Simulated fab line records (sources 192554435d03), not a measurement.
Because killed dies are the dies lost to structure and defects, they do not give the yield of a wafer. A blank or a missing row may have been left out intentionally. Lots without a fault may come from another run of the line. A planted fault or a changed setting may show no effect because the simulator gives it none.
Chamber matching || flow n5 finfet || N5_MOL_CONTACT_COAG_ALD_27 on ald sin-01 has 4 sister chambers
The step deposits SiOC, target thk 17 nm, pulse time 1.5 s, time 2720 s. 18 wafers are shown with their chamber, then 9 later ones without.

## WAFERS WITH THEIR CHAMBER
{"wafer": "L077.2", "chamber": 1, "heater power outer w (W)": 524, "heater power w (W)": 879, "precursor pulse height rel": 1.002}
{"wafer": "L077.3", "chamber": 0, "heater power outer w (W)": 591, "heater power w (W)": 910, "precursor pulse height rel": 1.023}
{"wafer": "L077.5", "chamber": 2, "heater power outer w (W)": 506, "heater power w (W)": 897, "precursor pulse height rel": 0.989}
{"wafer": "L079.1", "chamber": 0, "heater power outer w (W)": 593, "heater power w (W)": 919, "precursor pulse height rel": 1.024}
{"wafer": "L079.2", "chamber": 2, "heater power outer w (W)": 502, "heater power w (W)": 889, "precursor pulse height rel": 1.021}
{"wafer": "L079.5", "chamber": 0, "heater power outer w (W)": 587, "heater power w (W)": 925, "precursor pulse height rel": 1.004}
{"wafer": "L084.2", "chamber": 1, "heater power outer w (W)": 502, "heater power w (W)": 874, "precursor pulse height rel": 1.015}
{"wafer": "L084.3", "chamber": 3, "heater power outer w (W)": 656, "heater power w (W)": 941, "precursor pulse height rel": 1.029}
{"wafer": "L084.4", "chamber": 0, "heater power outer w (W)": 603, "heater power w (W)": 924, "precursor pulse height rel": 0.994}
{"wafer": "L087.2", "chamber": 2, "heater power outer w (W)": 499, "heater power w (W)": 886, "precursor pulse height rel": 0.989}
{"wafer": "L087.3", "chamber": 1, "heater power outer w (W)": 511, "heater power w (W)": 904, "precursor pulse height rel": 1.007}
{"wafer": "L087.6", "chamber": 2, "heater power outer w (W)": 503, "heater power w (W)": 895, "precursor pulse height rel": 0.983}
{"wafer": "L089.3", "chamber": 1, "heater power outer w (W)": 520, "heater power w (W)": 912, "precursor pulse height rel": 0.975}
{"wafer": "L089.4", "chamber": 3, "heater power outer w (W)": 663, "heater power w (W)": 965, "precursor pulse height rel": 1.006}
{"wafer": "L089.5", "chamber": 1, "heater power outer w (W)": 507, "heater power w (W)": 891, "precursor pulse height rel": 1.029}
{"wafer": "L092.1", "chamber": 0, "heater power outer w (W)": 591, "heater power w (W)": 919, "precursor pulse height rel": 1.012}
{"wafer": "L092.4", "chamber": 0, "heater power outer w (W)": 595, "heater power w (W)": 904, "precursor pulse height rel": 1.007}
{"wafer": "L092.6", "chamber": 1, "heater power outer w (W)": 510, "heater power w (W)": 887, "precursor pulse height rel": 1.010}

SIGNATURES, as means of the wafers listed above
{"reading": "heater power outer w", "chamber 0": 593.33, "chamber 1": 512.33, "chamber 2": 502.50, "chamber 3": 659.50, "scatter within a chamber": 6.18}
{"reading": "heater power w", "chamber 0": 916.83, "chamber 1": 891.17, "chamber 2": 891.75, "chamber 3": 953.00, "scatter within a chamber": 11.2}
{"reading": "precursor pulse height rel", "chamber 0": 1.01067, "chamber 1": 1.00633, "chamber 2": 0.99550, "chamber 3": 1.01750, "scatter within a chamber": 0.0156}
Rule: a wafer lies at a distance from a chamber equal to the root of the sum of squares, over the readings, of (its reading less the chamber's mean, divided by the reading's scatter). The wafer belongs to the nearest chamber; if the next one is less than 2 further off, it can't be placed. The scatter is the square root of a quotient: the sum, over the shown wafers, of each reading's squared deviation from its chamber's mean, divided by wafers minus chambers.

## WAFERS MISSING THEIR CHAMBER
{"wafer": "L095.1", "heater power outer w (W)": 521, "heater power w (W)": 864, "precursor pulse height rel": 0.972}
{"wafer": "L095.3", "heater power outer w (W)": 645, "heater power w (W)": 953, "precursor pulse height rel": 0.990}
{"wafer": "L095.5", "heater power outer w (W)": 516, "heater power w (W)": 879, "precursor pulse height rel": 1.001}
{"wafer": "L096.1", "heater power outer w (W)": 642, "heater power w (W)": 952, "precursor pulse height rel": 0.998}
{"wafer": "L096.2", "heater power outer w (W)": 507, "heater power w (W)": 906, "precursor pulse height rel": 1.017}
{"wafer": "L096.5", "heater power outer w (W)": 593, "heater power w (W)": 943, "precursor pulse height rel": 1.006}
{"wafer": "L097.1", "heater power outer w (W)": 513, "heater power w (W)": 883, "precursor pulse height rel": 1.005}
{"wafer": "L097.2", "heater power outer w (W)": 597, "heater power w (W)": 896, "precursor pulse height rel": 1.017}
{"wafer": "L097.4", "heater power outer w (W)": 492, "heater power w (W)": 859, "precursor pulse height rel": 1.002}

## CHAMBER TAKEN BY EACH
{"wafer": "L095.1", "from the rows above": "can't be placed: 1 or 2", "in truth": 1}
{"wafer": "L095.3", "from the rows above": 3, "in truth": 3}
{"wafer": "L095.5", "from the rows above": "can't be placed: 1 or 2", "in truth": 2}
{"wafer": "L096.1", "from the rows above": 3, "in truth": 3}
{"wafer": "L096.2", "from the rows above": "can't be placed: 1 or 2", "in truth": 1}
{"wafer": "L096.5", "from the rows above": 0, "in truth": 0}
{"wafer": "L097.1", "from the rows above": "can't be placed: 1 or 2", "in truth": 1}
{"wafer": "L097.2", "from the rows above": 0, "in truth": 0}
{"wafer": "L097.4", "from the rows above": "can't be placed: 2 or 1", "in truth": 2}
4 of 9 placed correctly. Can't be placed from these rows: 5 (the true chamber is among the candidates in 5). Placed wrongly: 0.
